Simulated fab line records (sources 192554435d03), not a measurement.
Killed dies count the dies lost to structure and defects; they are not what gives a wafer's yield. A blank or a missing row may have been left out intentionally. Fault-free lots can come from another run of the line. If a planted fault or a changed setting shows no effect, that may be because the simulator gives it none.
fab line records	flow n5_finfet
record lots=12	wafers=35	last_day=18
route steps=1938 shown GATE_CUT@493 PAD_METAL@1894 PASSIVATION@1910
lots untouched by any fault: they come from a run of this same line in which no faults occurred
start_h: the number of hours between the record's first day and the start of the first shown wafer of the lot	wait_h: time in hours since the lot's previous step	" the same as in the row above	L1.1+2: one row covering several wafers at once	- either no value or no given start	* or withheld: withheld	< > ~ a bound
route shown NAME@n: a module of which the file shows steps, and the number in the route of the first	usual: mean/standard deviation taken from wafers without a fault	same: alike in all rows	chamber/n: place in a boat	sites: the reading at each site	_std_site: their standard deviation	_edge_site: mean of outer sites minus mean of inner sites	radius_mm: for every site, how far away it sits from the centre of the wafer	mask NAME#n: copy n	behind: the tool/chamber that last shaped the wafer	hold: the reason the lot was held/the length of the hold in hours/how it ended	device: which transistor (n, p or np) failed to switch	end of line: at the end of the route, the tests of the same wafers	a step given without rows: its recipe and nothing more	killed: at the first sort, the dies lost to defects and structure; wafer yield is something else	map: per-die view of a wafer (x killed, . not killed, _ where there is no die)
set.NAME: the setting the step ran with; set.NAME@STEP: the setting that earlier step ran with	model.NAME: the simulator's own value behind a step, which no gauge read
route steps across a sampled set of lots; one table per step, one row per wafer
services: from which hour (start_h, from the record's first day; less than 0 if before it) a tool's chamber was out of use, for how many hours, and why
## steps
# step N5_GATE_CUT_ETCH_37
# recipe chemistry=N2/H2	target=SOC	target_depth_a=600	overetch_a=120	mask_material=SiARC	temp_c=40	time_s=90	ion_energy_ev=200	pressure_mtorr=30	source_w=840	bias_w=150	n2_flow_sccm=200	h2_flow_sccm=200
# usual drypump_motor_current_A=5.5/0.48	oes_product_au=0.71/0.052	rf_vpp_V=524.5/1.8	showerhead_plenum_p_Torr=2.57/0.063	throttle_valve_pct=17.86/0.17
lot.wafer	tool	chamber	start_h	wait_h	drypump_motor_current_A	oes_product_au	rf_hours_counter_h	rf_vpp_V	showerhead_plenum_p_Torr	throttle_valve_pct
L221.1	rie_diel-06	3	92.24	0.0	6.3	0.62	236	523.6	2.52	18.14
L221.2	"	1	"	"	5.5	0.69	147	526.1	2.65	17.98
L221.5	"	1	"	"	5.5	0.69	-	527.5	2.65	18.00
L222.1	rie_diel-02	0	99.75	0.0	5.3	0.65	181	524.1	2.53	18.20
L222.2	"	2	"	"	6.4	0.63	242	525.8	2.61	18.04
L222.5	"	0	"	"	5.3	0.66	-	523.6	2.54	18.20
L225.2	rie_diel-04	0	113.22	0.0	5.1	0.73	70	525.9	2.57	17.67
L225.3	"	3	"	"	5.3	0.77	37	523.8	2.59	17.68
L225.6	"	1	"	"	6.1	0.69	-	527.3	2.66	17.79
L226.1	rie_diel-04	3	122.15	0.0	5.3	0.76	40	525.3	2.59	17.71
L226.2	"	2	"	"	5.0	0.79	52	522.5	2.46	17.82
L226.6	"	2	"	"	5.0	0.79	-	522.5	2.46	17.84
L227.2	rie_diel-04	3	128.15	0.0	5.3	0.76	41	524.5	2.59	17.70
L227.5	"	0	"	"	5.1	0.73	-	524.9	2.57	17.67
L227.6	"	1	"	"	6.1	0.69	-	527.4	2.65	17.79
L229.1	rie_diel-04	0	138.09	0.0	5.1	0.72	79	525.1	2.56	17.69
L229.4	"	1	"	"	6.1	0.69	-	526.3	2.65	17.81
L229.6	"	0	"	"	5.1	0.72	-	524.2	2.56	17.67
L230.4	rie_diel-04	0	144.97	0.0	5.1	0.72	-	524.6	2.56	17.71
L230.5	"	2	"	"	5.0	0.78	-	521.5	2.46	17.85
L230.6	"	1	"	"	6.1	0.69	-	527.8	2.65	17.81
L231.2	rie_diel-02	3	149.89	0.0	5.0	0.68	160	525.4	2.67	17.79
L231.5	"	0	"	"	5.3	0.64	-	523.9	2.53	18.23
L232.1	rie_diel-04	1	160.47	0.0	6.2	0.68	159	526.4	2.65	17.85
L232.2	"	2	"	"	5.0	0.77	65	523.4	2.46	17.87
L232.6	"	1	"	"	6.1	0.68	-	524.6	2.65	17.83
L234.1	rie_diel-02	3	170.01	0.0	5.0	0.67	165	525.8	2.66	17.77
L234.3	"	2	"	"	6.4	0.86	4	524.5	2.60	17.67
L234.5	"	0	"	"	5.3	0.64	-	524.6	2.53	18.24
L239.3	rie_diel-04	3	204.97	0.0	5.2	0.74	58	525.0	2.58	17.73
L239.5	"	0	"	"	5.1	0.70	-	523.8	2.56	17.71
L239.6	"	1	"	"	6.1	0.67	-	527.2	2.64	17.84
L240.1	rie_diel-04	0	206.47	0.0	5.1	0.70	99	524.5	2.55	17.72
L240.4	"	1	"	"	6.2	0.66	174	526.7	2.64	17.82
L240.5	"	3	"	"	5.3	0.73	-	525.1	2.58	17.72
# step N5_PASSIVATION_PRE_CLEAN_19
# recipe gas=H2/He	time_s=*	temp_c=*
# usual heater_power_w=459/34
lot.wafer	tool	chamber	start_h	wait_h	heater_power_w
L221.1	pvd_sputter-02	-	265.26	0.0	496
L221.2	"	-	"	"	455
L221.5	"	-	"	"	434
L222.1	pvd_sputter-01	-	271.93	0.0	457
L222.2	"	-	"	"	450
L222.5	"	-	"	"	431
L225.2	pvd_sputter-01	-	284.51	0.0	447
L225.3	"	-	"	"	428
L225.6	"	-	"	"	448
L227.2	pvd_sputter-01	-	296.74	0.0	450
L227.5	"	-	"	"	456
L227.6	"	-	"	"	430
L226.1	pvd_sputter-03	-	299.65	0.0	486
L226.2	"	-	"	"	433
L226.6	"	-	"	"	422
L231.2	pvd_sputter-02	-	311.34	0.0	438
L231.5	"	-	"	"	427
L229.1	pvd_sputter-03	-	312.98	0.0	560
L229.4	"	-	"	"	430
L229.6	"	-	"	"	430
L230.4	pvd_sputter-01	-	319.04	0.0	439
L230.5	"	-	"	"	452
L230.6	"	-	"	"	434
L232.1	pvd_sputter-02	-	339.84	0.0	436
L232.2	"	-	"	"	452
L232.6	"	-	"	"	506
L234.1	pvd_sputter-02	-	357.09	0.0	443
L234.3	"	-	"	"	446
L234.5	"	-	"	"	455
L239.3	pvd_sputter-01	-	415.24	0.0	450
L239.5	"	-	"	"	448
L239.6	"	-	"	"	466
L240.1	pvd_sputter-02	-	425.81	0.0	445
L240.4	"	-	"	"	500
L240.5	"	-	"	"	504
# step N5_PASSIVATION_SPUTTER_20
# recipe material=TaN	target_thk_a=500	temp_c=25	chamber_pressure_pa=0.4
# usual throttle_valve_pct=30.7/1.2
lot.wafer	tool	chamber	start_h	wait_h	throttle_valve_pct
L221.1	pvd_sputter-02	-	265.30	0.0	30.1
L221.2	"	-	"	"	30.5
L221.5	"	-	"	"	30.1
L222.1	pvd_sputter-01	-	271.97	0.0	31.2
L222.2	"	-	"	"	32.6
L222.5	"	-	"	"	31.0
L225.2	pvd_sputter-01	-	284.55	0.0	31.2
L225.3	"	-	"	"	31.0
L225.6	"	-	"	"	32.8
L227.2	pvd_sputter-01	-	296.78	0.0	32.7
L227.5	"	-	"	"	31.2
L227.6	"	-	"	"	31.2
L226.1	pvd_sputter-03	-	299.69	0.0	30.1
L226.2	"	-	"	"	28.9
L226.6	"	-	"	"	28.9
L231.2	pvd_sputter-02	-	311.38	0.0	31.7
L231.5	"	-	"	"	30.0
L229.1	pvd_sputter-03	-	313.02	0.0	27.4
L229.4	"	-	"	"	29.1
L229.6	"	-	"	"	28.7
L230.4	pvd_sputter-01	-	319.08	0.0	30.9
L230.5	"	-	"	"	32.5
L230.6	"	-	"	"	31.0
L232.1	pvd_sputter-02	-	339.88	0.0	31.7
L232.2	"	-	"	"	30.6
L232.6	"	-	"	"	30.2
L234.1	pvd_sputter-02	-	357.13	0.0	32.0
L234.3	"	-	"	"	30.8
L234.5	"	-	"	"	30.9
L239.3	pvd_sputter-01	-	415.28	0.0	32.6
L239.5	"	-	"	"	31.0
L239.6	"	-	"	"	31.2
L240.1	pvd_sputter-02	-	425.85	0.0	30.5
L240.4	"	-	"	"	29.6
L240.5	"	-	"	"	29.7
# step N5_PASSIVATION_ETCH_59
# recipe chemistry=Cl2/BCl3	target=TaN	target_depth_a=650	time_s=34.9	ion_energy_ev=100	pressure_mtorr=10	icp_w=900	bias_w=100	Cl2_flow_sccm=60	bcl3_flow_sccm=30
# usual drypump_motor_current_A=6.03/0.25	oes_product_au=0.81/0.087	throttle_valve_pct=21.01/0.18
lot.wafer	tool	chamber	start_h	wait_h	drypump_motor_current_A	oes_product_au	rf_hours_counter_h	throttle_valve_pct
L221.1	rie_metal-02	1	266.60	0.3	6.27	0.65	102	20.96
L221.2	"	0	"	"	5.61	0.88	18	21.04
L221.5	"	1	"	"	6.25	0.65	-	20.95
L222.1	rie_metal-01	1	273.13	0.3	6.38	0.70	66	20.93
L222.2	"	0	"	"	5.96	0.91	9	21.08
L222.5	"	1	"	"	6.39	0.70	-	20.90
L225.2	rie_metal-03	0	285.71	0.3	5.86	0.81	32	21.24
L225.3	"	0	"	"	5.84	0.81	-	21.26
L225.6	"	1	"	"	5.98	0.89	-	20.93
L227.2	rie_metal-01	0	298.05	0.3	5.93	0.89	11	21.09
L227.5	"	1	"	"	6.41	0.69	-	20.93
L227.6	"	0	"	"	5.94	0.89	-	21.09
L226.1	rie_metal-01	0	300.98	0.3	5.93	0.89	12	21.11
L226.2	"	1	"	"	6.38	0.70	69	20.92
L226.6	"	1	"	"	6.39	0.70	-	20.92
L231.2	rie_metal-01	0	312.70	0.3	5.93	0.87	13	21.12
L231.5	"	0	"	"	5.93	0.86	-	21.13
L229.1	rie_metal-03	1	314.35	0.3	5.91	0.88	12	20.92
L229.4	"	0	"	"	5.86	0.80	-	21.23
L229.6	"	1	"	"	5.96	0.87	-	20.92
L230.4	rie_metal-01	1	320.52	0.2	6.39	0.69	-	20.96
L230.5	"	1	"	"	6.37	0.68	-	20.94
L230.6	"	0	"	"	5.94	0.87	-	21.12
L232.1	rie_metal-02	0	341.03	0.3	5.63	0.85	23	21.06
L232.2	"	1	"	"	6.29	0.63	107	20.97
L232.6	"	1	"	"	6.27	0.64	-	20.96
L234.1	rie_metal-01	0	358.40	0.3	5.96	0.86	16	21.10
L234.3	"	1	"	"	6.42	0.67	-	20.96
L234.5	"	0	"	"	5.95	0.86	-	21.11
L239.3	rie_metal-01	1	416.55	0.2	6.43	0.68	-	20.95
L239.5	"	0	"	"	5.96	0.84	-	21.13
L239.6	"	1	"	"	6.43	0.67	-	20.96
L240.1	rie_metal-02	0	427.00	0.3	5.61	0.83	29	21.06
L240.4	"	0	"	"	5.61	0.83	-	21.06
L240.5	"	1	"	"	6.31	0.92	-	20.48
# step N5_PASSIVATION_PROBE_49
# usual killed_at_M0_to_M3=33/9.9	killed_at_M4_up=14/6.4	killed_at_contacts=12/7	killed_at_front_end=41/13	killed_at_other=3.1/2.9	killed_dies=103/20	killed_open=67/14	killed_short=34/9.4
# same gross_dies=1180	killed_at_back_side=0
lot.wafer	tool	chamber	start_h	wait_h	killed_at_M0_to_M3	killed_at_M4_up	killed_at_contacts	killed_at_front_end	killed_at_other	killed_dies	killed_open	killed_short
L227.2	prober-02	-	302.92	0.1	38	7	3	36	1	85	50	34
L227.5	prober-02	-	303.07	0.2	33	14	5	50	1	103	67	36
L227.6	prober-02	-	303.12	0.3	26	13	15	36	2	92	53	37
L229.1	prober-01	-	319.02	0.0	30	15	9	51	1	106	75	29
L229.4	prober-01	-	319.17	0.2	32	13	3	42	3	93	62	31
L229.6	prober-01	-	319.27	0.3	14	16	5	48	2	85	55	30
L239.3	prober-02	-	421.18	0.1	25	14	3	172	4	218	45	17
L239.5	prober-02	-	421.28	0.2	33	12	4	34	2	85	59	25
L239.6	prober-02	-	421.33	0.3	40	20	6	40	1	107	60	47
L240.1	prober-01	-	431.59	0.0	25	12	7	33	3	80	57	23
L240.4	prober-01	-	431.74	0.2	18	12	14	41	2	87	62	25
L240.5	prober-01	-	431.79	0.2	28	20	7	186	2	243	66	23
# killed by level:class
L227.2 FIN_SAQP:geometric_particle:short=12 BEOL_M1:geometric_particle:open=10 BEOL_M3:geometric_particle:open=8 FIN_SAQP:geometric_particle:open=6 STI_FIN_REVEAL:geometric_particle:open=6 BEOL_M0_SAQP:geometric_particle:short=5 BEOL_M0_SAQP:geometric_particle:open=4 MOL_CONTACT_COAG:geometric_particle:open=3
L227.5 FIN_SAQP:geometric_particle:short=17 FIN_SAQP:geometric_particle:open=11 BEOL_M1:geometric_particle:open=10 BEOL_M2:geometric_particle:open=7 BEOL_M3:geometric_particle:open=6 STI_FIN_REVEAL:geometric_particle:open=5 BEOL_M4:geometric_particle:open=4 STARTING-WAFER:geometric_particle:open=4
L227.6 FIN_SAQP:geometric_particle:short=14 MOL_CONTACT_COAG:geometric_particle:open=12 BEOL_M3:geometric_particle:open=6 BEOL_M2:geometric_particle:open=6 BEOL_M6:geometric_particle:open=6 STI_FIN_REVEAL:geometric_particle:open=4 BEOL_M1:geometric_particle:open=4 BEOL_M0_SAQP:geometric_particle:short=3
L229.1 FIN_SAQP:geometric_particle:short=16 FIN_SAQP:geometric_particle:open=15 BEOL_M1:geometric_particle:open=11 MOL_CONTACT_COAG:geometric_particle:open=7 DUMMY_GATE:geometric_particle:open=4 STARTING-WAFER:geometric_particle:open=4 BEOL_M0_SAQP:geometric_particle:open=4 BEOL_M0:geometric_particle:open=4
L229.4 FIN_SAQP:geometric_particle:open=16 FIN_SAQP:geometric_particle:short=12 BEOL_M2:geometric_particle:open=7 BEOL_M3:geometric_particle:open=7 BEOL_M0_SAQP:geometric_particle:open=6 BEOL_M4:geometric_particle:open=4 GATE_CUT:geometric_particle:short=3 MOL_CONTACT_COAG:geometric_particle:open=3
L229.6 FIN_SAQP:geometric_particle:open=14 FIN_SAQP:geometric_particle:short=10 STI_FIN_REVEAL:geometric_particle:open=6 BEOL_M4:geometric_particle:open=6 BEOL_M5:geometric_particle:open=5 GATE_CUT:geometric_particle:open=4 GATE_CUT:geometric_particle:short=4 MOL_CONTACT_COAG:geometric_particle:open=4
L239.3 GATE_CUT:unspecified=154 BEOL_M3:geometric_particle:open=9 BEOL_M4:geometric_particle:open=7 BEOL_M2:geometric_particle:open=5 BEOL_M0:geometric_particle:open=4 FIN_SAQP:geometric_particle:short=3 DUMMY_GATE:geometric_particle:open=3 MOL_CONTACT_COAG:geometric_particle:open=3
L239.5 BEOL_M3:geometric_particle:open=11 FIN_SAQP:geometric_particle:open=10 BEOL_M2:geometric_particle:open=7 FIN_SAQP:geometric_particle:short=6 DUMMY_GATE:geometric_particle:open=5 BEOL_M5:geometric_particle:open=5 MOL_CONTACT_COAG:geometric_particle:open=4 BEOL_M1:geometric_particle:open=4
L239.6 GATE_CUT:geometric_particle:short=13 BEOL_M0_SAQP:geometric_particle:short=8 BEOL_M2:geometric_particle:open=8 BEOL_M4:geometric_particle:open=7 BEOL_M3:geometric_particle:open=7 BEOL_M1:geometric_particle:open=6 BEOL_M3:geometric_particle:short=6 FIN_SAQP:geometric_particle:open=5
L240.1 STI_FIN_REVEAL:geometric_particle:open=9 BEOL_M4:geometric_particle:open=9 BEOL_M2:geometric_particle:open=8 MOL_CONTACT_COAG:geometric_particle:open=6 STARTING-WAFER:geometric_particle:short=5 GATE_CUT:geometric_particle:open=4 FIN_SAQP:geometric_particle:open=3 BEOL_M0:geometric_particle:open=3
L240.4 MOL_CONTACT_COAG:geometric_particle:open=11 STI_FIN_REVEAL:geometric_particle:open=10 DUMMY_GATE:geometric_particle:open=9 BEOL_M2:geometric_particle:open=6 GATE_CUT:geometric_particle:short=5 FIN_SAQP:geometric_particle:open=4 BEOL_M4:geometric_particle:open=4 STARTING-WAFER:geometric_particle:short=4
L240.5 GATE_CUT:unspecified=154 BEOL_M4:geometric_particle:open=16 STI_FIN_REVEAL:geometric_particle:open=7 MOL_CONTACT_COAG:geometric_particle:open=7 BEOL_M1:geometric_particle:open=6 BEOL_M2:geometric_particle:open=6 FIN_SAQP:geometric_particle:open=5 FIN_SAQP:geometric_particle:short=4
## services
tool	chamber	start_h	hours	kind
rie_diel-04	2	77.28	6.0	repair
rie_metal-01	-	96.00	1.4	pm
rie_metal-03	-	112.60	2.8	pm
rie_metal-02	0	113.13	4.5	repair
rie_metal-03	-	129.22	1.4	pm
rie_diel-04	3	133.61	22.5	repair
pvd_sputter-03	-	133.80	2.7	repair
rie_metal-01	-	179.36	0.6	repair
rie_diel-04	0	185.19	4.0	repair
rie_metal-02	-	221.84	2.8	pm
rie_metal-03	-	230.33	0.4	repair
pvd_sputter-02	-	269.38	29.2	repair
rie_metal-02	-	314.27	1.4	pm
rie_diel-04	3	342.35	3.4	repair
rie_diel-02	3	347.28	2.8	repair
pvd_sputter-03	-	355.87	6.6	repair
rie_diel-04	0	359.94	1.7	repair
rie_metal-02	0	386.39	3.0	repair
pvd_sputter-02	-	394.55	4.0	repair
rie_diel-04	3	395.94	23.0	repair
rie_diel-04	-	403.75	0.9	repair
rie_diel-04	0	409.11	3.8	repair
rie_diel-04	-	413.19	2.8	pm
rie_diel-04	2	426.35	1.6	repair
## key
first_sign step=N5_PASSIVATION_PROBE_49	reading=killed_at_front_end	direction=up	sigmas=11	usual=41	struck=179
effect step=N5_PASSIVATION_PROBE_49	reading=killed_dies	direction=up	sigmas=6.2	usual=103	struck=230
more_kills_born_at N5_GATE_CUT_ETCH_37@rie_diel-04=308
met_at N5_GATE_CUT_ETCH_37
struck_lots L239,L240
struck_wafers L239.3,L240.5
tester_left_out L239,L240
not_acting_at N5_PASSIVATION_PRE_CLEAN_19,N5_PASSIVATION_SPUTTER_20,N5_PASSIVATION_ETCH_59
onset_between 128.15 204.97
fault kind=chamber_particle_source	tool=rie_diel-04	chamber=3	onset_h=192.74	steps=N5_GATE_CUT_ETCH_37	rate_per_visit_cm2=2.0016	end_h=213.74
# tester_left_out: of these lots the tester's yield and bins aren't shown, on N5 and GAA mostly nor the transistor test; their killed dies are dies lost to structure and defects alone, not to doping, threshold or leakage, so they don't give the yield
